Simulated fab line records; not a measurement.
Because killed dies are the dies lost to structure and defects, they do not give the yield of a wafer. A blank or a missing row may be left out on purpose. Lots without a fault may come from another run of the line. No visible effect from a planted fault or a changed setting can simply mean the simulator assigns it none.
Matching of chambers || flow n5 finfet || N5_MOL_CONTACT_COAG_DESCUM_88 on rie diel-06 has 4 sister chambers
The step chemistry O2, time 7 s. 18 wafers are shown with their chamber, then 9 later ones without.

WAFERS PAIRED WITH THEIR CHAMBERS
{"wafer": "L075.1", "chamber": 2, "drypump motor current A (A)": 5.8, "showerhead plenum p Torr (Torr)": 2.11, "throttle valve pct (%)": 20.05}
{"wafer": "L075.4", "chamber": 3, "drypump motor current A (A)": 5.1, "showerhead plenum p Torr (Torr)": 2.07, "throttle valve pct (%)": 20.44}
{"wafer": "L075.6", "chamber": 0, "drypump motor current A (A)": 5.2, "showerhead plenum p Torr (Torr)": 2.15, "throttle valve pct (%)": 19.99}
{"wafer": "L079.2", "chamber": 1, "drypump motor current A (A)": 6.3, "showerhead plenum p Torr (Torr)": 2.24, "throttle valve pct (%)": 20.32}
{"wafer": "L079.4", "chamber": 2, "drypump motor current A (A)": 5.8, "showerhead plenum p Torr (Torr)": 2.11, "throttle valve pct (%)": 20.08}
{"wafer": "L079.5", "chamber": 2, "drypump motor current A (A)": 5.8, "showerhead plenum p Torr (Torr)": 2.11, "throttle valve pct (%)": 20.07}
{"wafer": "L080.1", "chamber": 2, "drypump motor current A (A)": 5.8, "showerhead plenum p Torr (Torr)": 2.11, "throttle valve pct (%)": 20.07}
{"wafer": "L080.4", "chamber": 0, "drypump motor current A (A)": 5.2, "showerhead plenum p Torr (Torr)": 2.14, "throttle valve pct (%)": 19.98}
{"wafer": "L080.5", "chamber": 0, "drypump motor current A (A)": 5.2, "showerhead plenum p Torr (Torr)": 2.14, "throttle valve pct (%)": 19.99}
{"wafer": "L082.1", "chamber": 1, "drypump motor current A (A)": 6.4, "showerhead plenum p Torr (Torr)": 2.24, "throttle valve pct (%)": 20.35}
{"wafer": "L082.3", "chamber": 0, "drypump motor current A (A)": 5.1, "showerhead plenum p Torr (Torr)": 2.14, "throttle valve pct (%)": 20.00}
{"wafer": "L082.4", "chamber": 3, "drypump motor current A (A)": 5.1, "showerhead plenum p Torr (Torr)": 2.06, "throttle valve pct (%)": 20.46}
{"wafer": "L087.2", "chamber": 0, "drypump motor current A (A)": 5.2, "showerhead plenum p Torr (Torr)": 2.14, "throttle valve pct (%)": 20.01}
{"wafer": "L087.4", "chamber": 1, "drypump motor current A (A)": 6.4, "showerhead plenum p Torr (Torr)": 2.24, "throttle valve pct (%)": 20.34}
{"wafer": "L087.6", "chamber": 1, "drypump motor current A (A)": 6.4, "showerhead plenum p Torr (Torr)": 2.24, "throttle valve pct (%)": 20.37}
{"wafer": "L088.2", "chamber": 3, "drypump motor current A (A)": 5.1, "showerhead plenum p Torr (Torr)": 2.06, "throttle valve pct (%)": 20.48}
{"wafer": "L088.4", "chamber": 0, "drypump motor current A (A)": 5.2, "showerhead plenum p Torr (Torr)": 2.14, "throttle valve pct (%)": 20.01}
{"wafer": "L088.6", "chamber": 2, "drypump motor current A (A)": 5.8, "showerhead plenum p Torr (Torr)": 2.10, "throttle valve pct (%)": 20.10}

SIGNATURES, as means of the wafers listed above
{"reading": "drypump motor current A", "chamber 0": 5.183, "chamber 1": 6.375, "chamber 2": 5.800, "chamber 3": 5.100, "scatter within a chamber": 0.0336}
{"reading": "showerhead plenum p Torr", "chamber 0": 2.1417, "chamber 1": 2.2400, "chamber 2": 2.1080, "chamber 3": 2.0633, "scatter within a chamber": 0.00405}
{"reading": "throttle valve pct", "chamber 0": 19.9967, "chamber 1": 20.3450, "chamber 2": 20.0740, "chamber 3": 20.4600, "scatter within a chamber": 0.0172}
Rule: distance of a wafer from a chamber = root of the sum over the readings of ((wafer's reading minus chamber's mean) / reading's scatter) squared. The wafer belongs to the nearest chamber; if the next one is less than 2 further off, it can't be placed. How the scatter is found: for the shown wafers, subtract from each reading the mean of its chamber, square and add these, divide the total by (wafers less chambers), then take the root.

WAFERS WITH NO CHAMBER GIVEN
{"wafer": "L090.2", "drypump motor current A (A)": 5.1, "showerhead plenum p Torr (Torr)": 2.06, "throttle valve pct (%)": 20.48}
{"wafer": "L090.3", "drypump motor current A (A)": 6.4, "showerhead plenum p Torr (Torr)": 2.24, "throttle valve pct (%)": 20.36}
{"wafer": "L090.5", "drypump motor current A (A)": 5.7, "showerhead plenum p Torr (Torr)": 2.10, "throttle valve pct (%)": 20.10}
{"wafer": "L094.2", "drypump motor current A (A)": 5.8, "showerhead plenum p Torr (Torr)": 2.10, "throttle valve pct (%)": 20.12}
{"wafer": "L094.4", "drypump motor current A (A)": 6.4, "showerhead plenum p Torr (Torr)": 2.23, "throttle valve pct (%)": 20.38}
{"wafer": "L094.5", "drypump motor current A (A)": 5.2, "showerhead plenum p Torr (Torr)": 2.13, "throttle valve pct (%)": 20.03}
{"wafer": "L095.1", "drypump motor current A (A)": 6.4, "showerhead plenum p Torr (Torr)": 2.23, "throttle valve pct (%)": 20.37}
{"wafer": "L095.2", "drypump motor current A (A)": 5.0, "showerhead plenum p Torr (Torr)": 2.05, "throttle valve pct (%)": 20.50}
{"wafer": "L095.3", "drypump motor current A (A)": 5.8, "showerhead plenum p Torr (Torr)": 2.09, "throttle valve pct (%)": 20.13}

CHAMBER TAKEN BY EACH
{"wafer": "L090.2", "from the rows above": 3, "in truth": 3}
{"wafer": "L090.3", "from the rows above": 1, "in truth": 1}
{"wafer": "L090.5", "from the rows above": 2, "in truth": 2}
{"wafer": "L094.2", "from the rows above": 2, "in truth": 2}
{"wafer": "L094.4", "from the rows above": 1, "in truth": 1}
{"wafer": "L094.5", "from the rows above": 0, "in truth": 0}
{"wafer": "L095.1", "from the rows above": 1, "in truth": 1}
{"wafer": "L095.2", "from the rows above": 3, "in truth": 3}
{"wafer": "L095.3", "from the rows above": 2, "in truth": 2}
Placed correctly: 9 of 9. Number that these rows cannot place: 0. Wrongly placed: 0.
